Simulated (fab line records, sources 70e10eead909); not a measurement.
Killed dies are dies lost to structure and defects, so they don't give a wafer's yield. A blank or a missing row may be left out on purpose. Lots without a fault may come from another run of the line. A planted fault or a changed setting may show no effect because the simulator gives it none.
Which tool did it? | flow nand_harc | 11 lots, 32 wafers sampled, at 4 steps of a route of 1159

WHAT THE GAUGES READ, wafer by wafer
NHARC_A_ZERO_WELL_INSPECT_17.
lot  | measured     | on                | raw_defect_count
L934 | day 7 04:22  | defect_inspect-01 | 24 8 19
L935 | day 7 08:27  | defect_inspect-01 | 20 18 31
L936 | day 7 14:04  | defect_inspect-01 | 17 10 14
L939 | day 7 23:23  | defect_inspect-01 | 6 8 17
L941 | day 8 09:38  | defect_inspect-02 | 10 10 7
L940 | day 8 10:17  | defect_inspect-01 | 8 12 9
L942 | day 8 18:32  | defect_inspect-02 | 11 18 8
L945 | day 9 05:44  | defect_inspect-01 | 9 11 11
L952 | day 11 01:35 | defect_inspect-01 | 343 17 335 16
L953 | day 11 11:52 | defect_inspect-01 | 15 330 5 14 328 4
L956 | day 11 19:58 | defect_inspect-02 | 18 12 2

WHICH TOOL RAN EACH LOT (tool, then ch and the chambers of the sampled wafers, then the start)
lot  | NHARC_P_BONDPAD_CMP_19        | NHARC_A_ZERO_WELL_ETCH_19         | NHARC_A_ZERO_WELL_ETCH_13
L934 | cmp-01 ch 1,2,3, day 7 01:01  | rie_diel-10 ch 1,2,3, day 7 03:09 | rie_si-03 ch 0,2,3, day 7 03:17
L935 | cmp-01 ch 1,2,3, day 7 05:02  | rie_diel-10 ch 0,1,2, day 7 07:13 | rie_si-06 ch 0,2, day 7 07:20
L936 | cmp-03 ch 1,3, day 7 10:45    | rie_diel-11 ch 0,2,3, day 7 12:49 | rie_si-06 ch 0,2, day 7 12:57
L939 | cmp-03 ch 0,3, day 7 20:03    | rie_diel-10 ch 2,3, day 7 22:10   | rie_si-06 ch 0,1,3, day 7 22:19
L941 | cmp-04 ch 0,1,3, day 8 06:19  | rie_diel-10 ch 0,2,3, day 8 08:23 | rie_si-06 ch 0,1,2, day 8 08:32
L940 | cmp-01 ch 1,2, day 8 06:48    | rie_diel-11 ch 1,2, day 8 08:55   | rie_si-02 ch 1,2,3, day 8 09:02
L942 | cmp-03 ch 0,2,3, day 8 15:11  | rie_diel-07 ch 0,1,2, day 8 17:19 | rie_si-02 ch 0,1, day 8 17:26
L945 | cmp-04 ch 1,3, day 9 02:23    | rie_diel-07 ch 0,2,3, day 9 04:31 | rie_si-06 ch 0,3, day 9 04:37
L952 | cmp-03 ch 0,1, day 10 22:14   | rie_diel-07 ch 2,3, day 11 00:22  | rie_si-06 ch 0,3, day 11 00:29
L953 | cmp-03 ch 0,1,3, day 11 08:40 | rie_diel-10 ch 0,2, day 11 10:39  | rie_si-06 ch 0,1,3, day 11 10:47
L956 | cmp-01 ch 0,1,3, day 11 16:49 | rie_diel-07 ch 2,3, day 11 18:46  | rie_si-03 ch 0,1,2, day 11 18:52
- NHARC_P_BONDPAD_CMP_19: polishes, t overpolish 30 s, cu recess touch 16 s, target thk 160.81 nm.
- NHARC_A_ZERO_WELL_ETCH_19: etches the open film in N2/H2, target depth 80 nm, overetch 24 nm, time 87.88 s.
- NHARC_A_ZERO_WELL_ETCH_13: etches the open film in HBr/Cl2, target depth 120 nm, time 40.1 s.

THE ANSWER, worked out from the rows above alone
Rule: what is usual is taken from the lots themselves. Put in order of their means at a reading, lots are off if they are a third of the lots or fewer, leave a main group of 4 or more, and stand apart from it by a gap of 3 or more times the standard deviation of the main group's means; of several such gaps the widest counts. A main group whose means are all the same, to the digits that the tables above print for the reading, isn't used. A lot without any number at a reading at which 4 lots or more have one is off too. The other lots that the step has rows for count as sound.
Off: L952, L953, at NHARC_A_ZERO_WELL_INSPECT_17 (raw_defect_count). The main group: mean 13, standard deviation 4.3.
A tool fits if, at a process step before that reading, it ran every lot that is off, and no sound lot after the first of them. The gauges at NHARC_A_ZERO_WELL_INSPECT_17 are tried like those tools. Can't be told from this: 3 tools fit, cmp-03 at NHARC_P_BONDPAD_CMP_19, rie_si-06 at NHARC_A_ZERO_WELL_ETCH_13, defect_inspect-01 at NHARC_A_ZERO_WELL_INSPECT_17.

WHAT THE SIMULATOR HAD PUT IN
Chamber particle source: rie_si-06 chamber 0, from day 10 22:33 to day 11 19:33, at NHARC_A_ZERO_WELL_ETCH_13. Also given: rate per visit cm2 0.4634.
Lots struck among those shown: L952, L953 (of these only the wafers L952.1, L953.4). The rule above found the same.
